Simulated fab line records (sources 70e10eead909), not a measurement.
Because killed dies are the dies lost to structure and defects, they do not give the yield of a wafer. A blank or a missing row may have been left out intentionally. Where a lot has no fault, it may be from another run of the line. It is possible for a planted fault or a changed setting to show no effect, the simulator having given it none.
Chamber matching + flow nand_harc + 4 sister chambers for NHARC_A_STAIRCASE_DESCUM_186 on rie_diel-02
The step chemistry O2, time 3 s. 4 wafers are shown with their chamber, then 9 later ones without.

== WAFERS PAIRED WITH THEIR CHAMBERS ==
| wafer  | chamber | showerhead_plenum_p_Torr (Torr) |
|--------|---------|---------------------------------|
| L089.6 | 3       | 2.05                            |
| L088.1 | 0       | 2.02                            |
| L088.3 | 1       | 1.90                            |
| L088.5 | 2       | 1.84                            |

== WAFERS WITH NO CHAMBER GIVEN ==
| wafer  | showerhead_plenum_p_Torr (Torr) |
|--------|---------------------------------|
| L093.1 | 2.05                            |
| L093.4 | 2.05                            |
| L093.5 | 1.84                            |
| L095.1 | 1.90                            |
| L095.2 | 1.83                            |
| L095.3 | 2.04                            |
| L095.4 | 2.02                            |
| L095.5 | 1.83                            |
| L095.6 | 1.90                            |

== THE CHAMBER EACH PASSED THROUGH ==
| wafer  | from the rows above     | in truth |
|--------|-------------------------|----------|
| L093.1 | 3                       | 3        |
| L093.4 | 3                       | 3        |
| L093.5 | 2                       | 2        |
| L095.1 | 1                       | 1        |
| L095.2 | 2                       | 2        |
| L095.3 | can't be placed: 3 or 0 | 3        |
| L095.4 | 0                       | 0        |
| L095.5 | 2                       | 2        |
| L095.6 | 1                       | 1        |
Correctly placed: 8 of 9. Unplaceable from these rows: 1, with the true chamber sitting among the candidates in 1. Wrongly placed: 0.
How it was worked out, from the rows above alone: a wafer's distance from a chamber is the root of the sum, over the readings, of the square of ((its reading less the chamber's mean) divided by the reading's scatter). If the next closest chamber is less than 2 further off than the closest, the wafer can't be placed; otherwise it belongs to the closest. For every chamber, the mean is computed from those of its wafers that are shown. The scatter (one wafer shown for each chamber): square how far every hidden wafer sits from the nearest shown wafer, average those squares and take the square root.
